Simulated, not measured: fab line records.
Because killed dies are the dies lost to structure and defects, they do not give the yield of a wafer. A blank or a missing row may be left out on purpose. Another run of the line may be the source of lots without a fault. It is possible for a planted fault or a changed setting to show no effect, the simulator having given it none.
Lot-split experiment ; flow n5_finfet ; 7 lots, 21 wafers read, on a route of 1938 steps

== THE SPLIT ==
At N5_BEOL_M5_VIA_ETCH_34 (etches SiCOH lowk in C4F6/O2, target depth 88.3 nm, time 39.2 s), the setting source_w was moved away from the recipe's 345 W on 6 of the 21 wafers read, by -16.5% to +17.3%. For the rest of the wafers, this setting stayed at what the recipe calls for.

The reading is taken at the split's own step.

== THE READING ==
rf_vpp_V, in V, at N5_BEOL_M5_VIA_ETCH_34 (etches SiCOH lowk in C4F6/O2, target depth 88.3 nm, time 39.2 s). Fault-free wafers of this fab line usually give 657 V, standard deviation 16 V.

wafer;tool, chamber at the split;source_w as run, W;against the recipe;rf_vpp_V, V;against lot-mates on the recipe
L074.3;rie_diel-06, 3;345;recipe;647;-
L074.4;rie_diel-06, 1;328.8;-4.7%;679;+31
L074.6;rie_diel-06, 0;345;recipe;649;-
L083.2;rie_diel-02, 1;404.7;+17.3%;595;-62
L083.3;rie_diel-02, 3;345;recipe;670;-
L083.6;rie_diel-02, 1;345;recipe;644;-
L084.1;rie_diel-02, 3;345;recipe;669;-
L084.2;rie_diel-02, 1;345;recipe;646;-
L084.5;rie_diel-02, 1;345;recipe;646;-
L085.1;rie_diel-06, 2;345;recipe;661;-
L085.2;rie_diel-06, 1;288;-16.5%;726;+66
L085.6;rie_diel-06, 1;345;recipe;660;-
L089.1;rie_diel-06, 1;345;recipe;661;-
L089.2;rie_diel-06, 0;345;recipe;648;-
L089.4;rie_diel-06, 3;345;recipe;648;-
L092.2;rie_diel-02, 1;374.6;+8.6%;620;-36
L092.4;rie_diel-02, 3;345;recipe;668;-
L092.6;rie_diel-02, 1;345;recipe;645;-
L096.2;rie_diel-02, 3;345;recipe;669;-
L096.4;rie_diel-02, 0;383.2;+11.1%;597;-72
L096.5;rie_diel-02, 1;383.2;+11.1%;612;-57

FIT RESULTS
A straight line over all 21 wafers: rf_vpp_V changes by -4.12 V for each +1% of source_w; r = -0.95; the points scatter about the line by 9.7 V.
The same after taking each lot's own level away (the mean of its wafers on the recipe; 21 wafers): -4.41 V for each +1%; r = -0.95; scatter 10 V.
The reading moves by 76 V for the largest change in source_w, on that fit.
From 648.0 to 669.0 V: that is the span of the lots' own levels, equal to 1.3 times the standard deviation above.
So the lot-to-lot level changes the slope little: the two slopes agree.
Check: -84.6 V against its lot-mates is what the line predicts for one of the wafers moved furthest among these (+17.3%) when that wafer is left out of the fit. Against them it came out at -62 V.
Tool readings at the split's step, against how far the setting was moved: rf_vpp_V r = -0.95.

== OTHER SPLITS ON THESE WAFERS ==
Note: prior to the reading, these wafers also went through further splits. Each is held against what the fit with the lots' levels taken away leaves over:
other split on the same wafers;wafers away from the commonest value;r with rf_vpp_V (lot level and that fit taken away)
N5_BEOL_M3_COAT_61 spin_rpm;8;-0.22
N5_BEOL_M3_COAT_67 spin_rpm;4;-0.40
N5_BEOL_M3_COAT_22 spin_rpm;8;-0.17
N5_BEOL_M4_DESCUM_33 time_s;9;-0.27
N5_BEOL_M4_ETCH_69 cf4_flow_sccm;8;+0.24

== FILE'S OWN FIT ==
rf_vpp_V changes by -4.21 V for each +1% of source_w, r = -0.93.
